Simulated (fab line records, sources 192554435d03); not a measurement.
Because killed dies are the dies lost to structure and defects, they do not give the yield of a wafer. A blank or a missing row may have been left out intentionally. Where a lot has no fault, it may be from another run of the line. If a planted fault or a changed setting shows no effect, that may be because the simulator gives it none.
What tool caused it? -- flow n5_finfet -- route of 1938 steps, sampled at 1 step: 10 lots, 29 wafers

== WHAT EACH GAUGE READ, for each wafer ==
N5_BEOL_M10_CD_MEAS_18: pitch 140 nm, target cd 70 nm.
lot,measured,on,cd_nm (nm)
L648,day 10 12:32,cd_sem-01,70.9 69.4 70.2
L649,day 10 19:05,cd_sem-03,70.1 70.7 70.1
L652,day 11 19:44,cd_sem-02,69.9 69.9 69.6
L651,day 12 08:41,cd_sem-03,70.5 69.6
L656,day 12 08:59,cd_sem-02,69.1 69.9 69.5
L657,day 12 12:42,cd_sem-02,69.8 69.6 69.1
L658,day 12 18:22,cd_sem-01,70.3 70.3 69.5
L663,day 14 10:01,cd_sem-02,70.7 69.9 69.1
L670,day 16 08:56,cd_sem-03,70.6 71.7 70.7
L671,day 16 09:29,cd_sem-03,70.2 69.1 68.8

== EACH LOT AND THE TOOL THAT RAN IT (in order: tool; ch and the chambers of the sampled wafers; start) ==
Before these readings, the record contains no process step.

== THE ANSWER, worked out from the rows above alone ==
Rule: the lots themselves supply what counts as usual. The widest of any qualifying gaps counts: lots, ordered by their means at a reading, are off when they make up no more than a third of the lots, leave a main group of 4 or more, and stand apart from it by 3 or more times the standard deviation of that group's means. If all means in a main group match to the digits the tables above print for the reading, that group is not used. A lot without any number at a reading at which 4 lots or more have one is off too. The other lots that the step has rows for count as sound.
No lot is off on any of the readings shown, so nothing can be concluded from this.

== WHAT THE SIMULATOR HAD INSERTED ==
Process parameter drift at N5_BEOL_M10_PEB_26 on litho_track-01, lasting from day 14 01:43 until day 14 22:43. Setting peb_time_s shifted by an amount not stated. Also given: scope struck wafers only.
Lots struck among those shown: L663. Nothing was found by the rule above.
